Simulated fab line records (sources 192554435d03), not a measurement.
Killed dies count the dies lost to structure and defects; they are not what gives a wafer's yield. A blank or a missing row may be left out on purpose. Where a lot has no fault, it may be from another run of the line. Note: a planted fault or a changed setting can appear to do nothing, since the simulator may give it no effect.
fab line records	flow n5-finfet
[record] lots = 10	wafers = 30	last-day = 17
route steps=1938 shown BEOL_M9@1423
lots that met no fault: taken from a fault-free run of the same line
start-h: hours from the record's opening day to when the first of the lot's shown wafers began	wait-h: how many hours have passed since the lot's step before this one	" unchanged from the row above	L1.1+2: a single row standing in for several wafers	- no value present, or no start provided	* or withheld: withheld	< > ~ a bound
route shown NAME@n: a module of which the file shows steps, and the number in the route of the first	usual: mean/standard deviation taken from wafers without a fault	same: alike in all rows	chamber/n: place in a boat	sites: each site's reading	_std_site: how widely they spread, as a standard deviation	_edge_site: outer sites' mean less inner sites'	radius-mm: how far each site lies from the wafer's centre	mask NAME#n: copy n	behind: the tool/chamber that last shaped the wafer	hold: the reason the lot was held/the length of the hold in hours/how it ended	device: the n, p or np transistor that did not switch	end of line: at the end of the route, the tests of the same wafers	for a step that has no rows: nothing shown but its recipe	killed: count of dies lost to structure and defects at first sort (not the wafer's yield)	map: a wafer's dies, x killed, . not, _ none there
set.NAME: the setting the step ran with; set.NAME@STEP: the setting that earlier step ran with	model.NAME: the simulator's own value behind a step, which no gauge read
the route's steps for a sample of lots (tables are steps, rows are wafers)
services: from which hour (start-h, from the record's first day; less than 0 if before it) a tool's chamber was out of use, for how many hours, and why
[[steps]]
[step N5_BEOL_M9_STRIP_19]
[recipe] chemistry = O2	power-w = 400	temp-c = 40	pressure-mtorr = 30	rf-frequency-hz = 6e+07	bias-power-w = 0	overash-fraction = 0.2	o2-flow-sccm = 225
[usual] drypump-motor-current-A = 5.8/0.38	oes-product-au = 0.79/0.097	rf-vpp-V = 3.7/0.54	showerhead-plenum-p-Torr = 2.08/0.081	temp-c = 40.00/0.12	throttle-valve-pct = 16.64/0.24
lot.wafer	tool	chamber	start-h	wait-h	drypump-motor-current-A	oes-product-au	rf-hours-counter-h	rf-vpp-V	showerhead-plenum-p-Torr	temp-c	throttle-valve-pct
L517.2	rie-diel-03	0	239.33	0.1	5.9	0.83	69	3.5	2.02	39.94	16.39
L517.4	"	1	"	"	5.7	0.76	159	3.7	2.08	40.16	16.48
L517.5	"	0	"	"	5.9	0.84	-	3.8	2.02	40.06	16.38
L520.2	rie-diel-04	1	261.70	0.1	5.2	1.00	1	3.1	2.16	39.82	16.40
L520.3	"	2	"	"	5.8	0.71	189	2.8	2.06	40.07	16.63
L520.6	"	3	"	"	6.3	0.83	-	3.0	2.23	39.96	16.77
L522.4	rie-diel-02	2	264.92	0.1	5.8	0.74	166	3.9	2.09	40.12	16.92
L522.5	"	2	"	"	5.8	0.75	-	4.4	2.09	39.95	16.93
L522.6	"	1	"	"	6.4	0.96	-	3.4	2.03	39.92	16.22
L525.2	rie-diel-04	2	270.05	0.1	5.8	0.72	191	3.5	2.06	40.20	16.62
L525.3	"	0	"	"	5.5	0.68	244	3.2	1.97	40.04	16.87
L525.5	"	1	"	"	5.2	0.97	-	4.5	2.16	40.19	16.43
L521.3	rie-diel-03	3	271.84	0.1	5.5	0.69	211	3.6	2.17	39.88	16.76
L521.5	"	3	"	"	5.5	0.69	-	2.7	2.16	40.08	16.77
L521.6	"	2	"	"	6.0	0.74	-	4.3	1.99	39.77	16.76
L523.4	rie-diel-04	0	280.72	0.1	5.5	0.68	246	4.4	1.96	39.93	16.88
L523.5	"	0	"	"	5.5	0.67	-	3.6	1.96	39.97	16.89
L523.6	"	3	"	"	6.3	0.82	-	3.8	2.23	40.04	16.77
L528.2	rie-diel-03	1	293.00	0.1	5.7	0.76	175	3.6	2.08	39.97	16.50
L528.4	"	0	"	"	5.9	0.82	84	4.8	2.02	40.20	16.42
L528.5	"	0	"	"	5.9	0.82	-	4.2	2.02	40.10	16.40
L526.1	rie-diel-02	3	293.55	0.2	4.9	0.70	239	4.2	2.00	40.06	17.19
L526.3	"	2	"	"	5.9	0.73	174	4.0	2.09	39.84	16.94
L526.5	"	2	"	"	5.8	0.73	-	3.6	2.09	39.90	16.94
L533.2	rie-diel-03	2	324.77	0.1	6.0	0.73	208	4.2	1.99	39.91	16.80
L533.3	"	1	"	"	5.7	0.74	185	3.5	2.08	40.08	16.51
L533.5	"	0	"	"	5.9	0.82	-	3.2	2.01	40.02	16.41
L531.3	rie-diel-03	2	324.81	0.1	6.0	0.73	208	4.8	1.99	39.92	16.80
L531.5	"	2	"	"	6.0	0.73	-	4.9	1.99	39.96	16.81
L531.6	"	1	"	"	5.7	0.74	-	3.9	2.08	39.91	16.52
[step N5_BEOL_M9_CD_MEAS_28]
[recipe] target-cd-nm = 70	landing-energy-ev = 500	detector = se-inlens	polarity = opening
[usual] cd-nm = 69.98/0.28
lot.wafer	tool	chamber	start-h	wait-h	cd-nm
L517.2	cd-sem-03	0	241.01	-	70.07
L517.4	"	0	"	"	70.23
L517.5	"	0	"	"	70.10
L520.2	cd-sem-02	0	265.91	-	70.44
L520.3	"	0	"	"	70.17
L520.6	"	0	"	"	70.08
L522.4	cd-sem-03	0	266.29	-	69.46
L522.5	"	0	"	"	70.37
L522.6	"	0	"	"	70.12
L525.2	cd-sem-02	0	270.66	-	69.49
L525.3	"	0	"	"	70.06
L525.5	"	0	"	"	69.89
L521.3	cd-sem-03	0	273.91	-	70.12
L521.5	"	0	"	"	69.47
L521.6	"	0	"	"	69.86
L523.4	cd-sem-03	0	281.89	-	69.62
L523.5	"	0	"	"	69.55
L523.6	"	0	"	"	69.68
L528.2	cd-sem-01	0	294.08	-	69.78
L528.4	"	0	"	"	70.17
L528.5	"	0	"	"	70.02
L526.1	cd-sem-03	0	294.12	-	69.89
L526.3	"	0	"	"	69.48
L526.5	"	0	"	"	69.89
L531.3	cd-sem-03	0	327.76	-	69.74
L531.5	"	0	"	"	69.74
L531.6	"	0	"	"	69.82
L533.2	cd-sem-02	0	327.92	-	70.04
L533.3	"	0	"	"	69.83
L533.5	"	0	"	"	69.86
[step N5_BEOL_M9_ETCH_76]
[recipe] chemistry = N2/H2	target = underlayer	target-depth-a = 65	mask-material = CAR-EUV	time-s = 5.2	ion-energy-ev = 200	pressure-mtorr = 30	source-w = 840	bias-w = 150	n2-flow-sccm = 200	h2-flow-sccm = 200	ends = cleared
[usual] drypump-motor-current-A = 5.7/0.43	etch-rf-on-time-s = 5.20/0.12	oes-product-au = 0.68/0.085	rf-fwd-power-W = 819.6/2.5	rf-vpp-V = 523.8/2.8	showerhead-plenum-p-Torr = 2.54/0.093	throttle-valve-pct = 17.89/0.24
lot.wafer	tool	chamber	start-h	wait-h	drypump-motor-current-A	etch-rf-on-time-s	oes-product-au	rf-fwd-power-W	rf-hours-counter-h	rf-vpp-V	showerhead-plenum-p-Torr	throttle-valve-pct
L517.2	rie-diel-02	0	241.28	0.0	5.7	5.24	0.80	818.5	15	524.4	2.62	17.77
L517.4	"	3	"	"	4.9	4.85	0.64	816.4	222	519.5	2.40	18.18
L517.5	"	3	"	"	4.9	4.92	0.62	818.2	-	521.7	2.40	18.15
L520.2	rie-diel-02	2	266.06	0.0	5.9	5.20	0.63	822.3	166	523.5	2.54	18.22
L520.3	"	1	"	"	6.3	5.15	0.80	825.2	11	522.7	2.49	17.48
L520.6	"	0	"	"	5.7	5.26	0.78	820.3	-	526.1	2.61	17.77
L522.4	rie-diel-04	0	266.63	0.0	5.5	5.29	0.58	818.7	242	520.0	2.40	18.20
L522.5	"	1	"	"	5.2	5.28	0.83	821.4	-	524.6	2.61	17.65
L522.6	"	0	"	"	5.5	5.39	0.59	820.5	-	519.9	2.40	18.19
L525.2	rie-diel-02	1	270.82	0.0	6.4	5.12	0.81	823.8	13	520.4	2.49	17.49
L525.3	"	2	"	"	5.8	5.14	0.63	819.9	169	525.1	2.54	18.18
L525.5	"	3	"	"	4.9	5.01	0.62	821.8	-	521.0	2.40	18.18
L521.3	rie-diel-03	3	274.07	0.0	5.5	5.29	0.58	816.1	212	525.1	2.63	17.88
L521.5	"	2	"	"	6.1	5.22	0.63	819.0	-	522.0	2.44	18.04
L521.6	"	1	"	"	5.7	5.20	0.64	824.5	-	523.5	2.53	17.68
L523.4	rie-diel-03	0	282.04	0.0	5.9	5.28	0.69	817.2	82	521.2	2.46	17.69
L523.5	"	3	"	"	5.5	5.33	0.58	820.1	-	526.4	2.63	17.90
L523.6	"	2	"	"	6.0	5.30	0.63	818.3	-	519.9	2.44	18.05
L528.2	rie-diel-03	1	294.24	0.0	5.7	5.18	0.64	821.3	175	523.5	2.53	17.68
L528.4	"	2	"	"	6.1	5.23	0.62	819.1	199	520.4	2.43	18.05
L528.5	"	3	"	"	5.5	5.35	0.58	824.1	-	524.2	2.63	17.92
L526.1	rie-diel-04	2	294.37	0.0	5.8	5.15	0.61	822.6	199	522.1	2.51	17.80
L526.3	"	1	"	"	5.2	5.22	0.79	813.1	11	525.0	2.61	17.68
L526.5	"	2	"	"	5.8	5.21	0.60	823.1	-	521.5	2.51	17.79
L531.3	rie-diel-02	0	327.91	0.0	5.7	5.25	0.75	818.7	40	524.5	2.61	17.83
L531.5	"	0	"	"	5.7	5.26	0.75	819.4	-	528.5	2.61	17.81
L531.6	"	1	"	"	6.4	5.20	0.76	820.0	-	522.5	2.48	17.50
L533.2	rie-diel-04	1	328.08	0.0	5.2	5.30	0.78	823.3	23	525.7	2.60	17.71
L533.3	"	2	"	"	5.8	5.33	0.59	819.9	211	525.3	2.51	17.82
L533.5	"	3	"	"	6.3	5.35	0.67	821.2	-	527.7	2.68	17.98
[step N5_BEOL_M9_VIA_ETCH_34]
[recipe] chemistry = C4F6/O2	target = SiCOH_lowk	target-depth-a = 1824	mask-material = SOC	taper-deg = 4	time-s = 68.4	ion-energy-ev = 250	pressure-mtorr = 30	source-w = 345	bias-w = 185	Ar_flow_sccm = 300	C4F6_flow_sccm = 10	O2_flow_sccm = 10
[usual] drypump-motor-current-A = 5.7/0.43	oes_f_703_au = 0.80/0.094	oes_o_777_au = 0.80/0.096	oes-product-au = 0.80/0.098	rf-fwd-power-W = 342.2/1.2	rf-vpp-V = 666/11	showerhead-plenum-p-Torr = 2.85/0.098	throttle-valve-pct = 20.95/0.2
lot.wafer	tool	chamber	start-h	wait-h	drypump-motor-current-A	oes_f_703_au	oes_o_777_au	oes-product-au	rf-fwd-power-W	rf-hours-counter-h	rf-vpp-V	showerhead-plenum-p-Torr	throttle-valve-pct
L517.2	rie-diel-02	0	241.43	0.0	5.7	0.93	0.92	0.94	343.1	15	670	2.90	20.63
L517.4	"	3	"	"	4.9	0.76	0.76	0.73	342.7	222	663	2.69	21.19
L517.5	"	3	"	"	4.9	0.76	0.76	0.73	343.3	-	664	2.69	21.20
L520.2	rie-diel-02	2	266.21	0.0	5.8	0.74	0.74	0.76	343.1	166	669	2.86	21.27
L520.3	"	1	"	"	6.3	0.93	0.92	0.95	341.3	11	656	2.82	20.76
L520.6	"	0	"	"	5.7	0.92	0.91	0.91	342.3	-	670	2.90	20.65
L522.4	rie-diel-04	0	266.78	0.0	5.5	0.70	0.70	0.67	341.1	242	655	2.71	21.21
L522.5	"	1	"	"	5.2	0.94	0.95	0.98	341.1	-	676	2.94	20.77
L522.6	"	0	"	"	5.5	0.70	0.70	0.68	340.0	-	655	2.71	21.21
L525.2	rie-diel-02	1	270.96	0.0	6.4	0.92	0.90	0.93	342.4	13	659	2.82	20.77
L525.3	"	2	"	"	5.8	0.74	0.75	0.74	343.8	169	670	2.86	21.27
L525.5	"	3	"	"	4.9	0.75	0.76	0.71	343.6	-	663	2.68	21.22
L521.3	rie-diel-03	3	274.21	0.0	5.5	0.70	0.70	0.69	342.6	212	654	2.93	20.91
L521.5	"	2	"	"	6.0	0.73	0.73	0.73	342.5	-	665	2.71	20.98
L521.6	"	1	"	"	5.7	0.75	0.75	0.76	342.5	-	682	2.85	20.83
L523.4	rie-diel-03	0	282.19	0.0	5.9	0.78	0.76	0.82	341.1	82	691	2.77	20.74
L523.5	"	3	"	"	5.5	0.69	0.70	0.68	342.5	-	653	2.93	20.92
L523.6	"	2	"	"	6.1	0.73	0.73	0.74	342.4	-	663	2.71	20.96
L528.2	rie-diel-03	1	294.38	0.0	5.7	0.74	0.74	0.77	342.8	175	682	2.85	20.83
L528.4	"	2	"	"	6.1	0.73	0.72	0.74	343.0	199	665	2.71	20.98
L528.5	"	3	"	"	5.5	0.69	0.70	0.68	344.1	-	654	2.93	20.91
L526.1	rie-diel-04	2	294.52	0.0	5.8	0.71	0.68	0.71	339.3	199	650	2.83	21.01
L526.3	"	1	"	"	5.2	0.90	0.91	0.93	342.3	12	676	2.93	20.77
L526.5	"	2	"	"	5.8	0.71	0.69	0.71	339.9	-	651	2.83	21.00
L531.3	rie-diel-02	0	328.06	0.0	5.7	1.14	1.10	0.92	425.9	40	599	2.89	20.71
L531.5	"	0	"	"	5.7	1.15	1.11	0.93	425.8	-	600	2.89	20.70
L531.6	"	1	"	"	6.4	0.88	0.87	0.88	343.1	-	660	2.81	20.78
L533.2	rie-diel-04	1	328.23	0.0	5.2	0.88	0.88	0.91	339.4	23	676	2.93	20.81
L533.3	"	2	"	"	5.8	0.69	0.68	0.70	340.0	211	651	2.83	21.03
L533.5	"	3	"	"	6.3	0.79	0.83	0.79	343.0	-	654	3.00	21.05
[[services]]
tool	chamber	start-h	hours	kind
rie-diel-04	1	225.88	-	clean
rie-diel-04	1	225.88	-	consumable-replace:focus-ring
rie-diel-04	1	225.88	31.8	scheduled-down
rie-diel-04	1	225.88	31.8	vent-cycle
rie-diel-02	1	257.11	6.0	repair
rie-diel-04	0	284.54	18.3	repair
rie-diel-02	3	293.80	6.4	repair
rie-diel-04	0	307.97	-	clean
rie-diel-04	0	307.97	-	consumable-replace:focus-ring
rie-diel-04	0	307.97	-	consumable-replace:showerhead
rie-diel-04	0	307.97	12.6	scheduled-down
rie-diel-04	0	307.97	12.6	vent-cycle
rie-diel-03	0	318.87	4.7	repair
rie-diel-02	3	325.04	-	clean
rie-diel-02	3	325.04	-	consumable-replace:focus-ring
rie-diel-02	3	325.04	-	consumable-replace:showerhead
rie-diel-02	3	325.04	14.1	scheduled-down
rie-diel-02	3	325.04	14.1	vent-cycle
rie-diel-03	0	325.59	3.4	repair
[[key]]
[first-sign] step = N5_BEOL_M9_VIA_ETCH_34	reading = rf-fwd-power-W	direction = up	sigmas = 69	usual = *	struck = *
[effect] step = N5_BEOL_M9_VIA_ETCH_34	reading = rf-vpp-V	direction = down	sigmas = 6.1	usual = 666	struck = 599
met-at N5_BEOL_M9_VIA_ETCH_34
struck-lots L531
struck-wafers L531.3,L531.5
not-acting-at N5_BEOL_M9_STRIP_19,N5_BEOL_M9_CD_MEAS_28,N5_BEOL_M9_ETCH_76
onset-between 266.21 328.06
[fault] kind = process-parameter-drift	tool = rie-diel-02	chamber = 0	onset-h = 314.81	steps = N5_BEOL_M9_VIA_ETCH_34	channel = source-w	offset = 82.8	shape = step	end-h = 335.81	acts-in = these-recipes-only	stated = 345
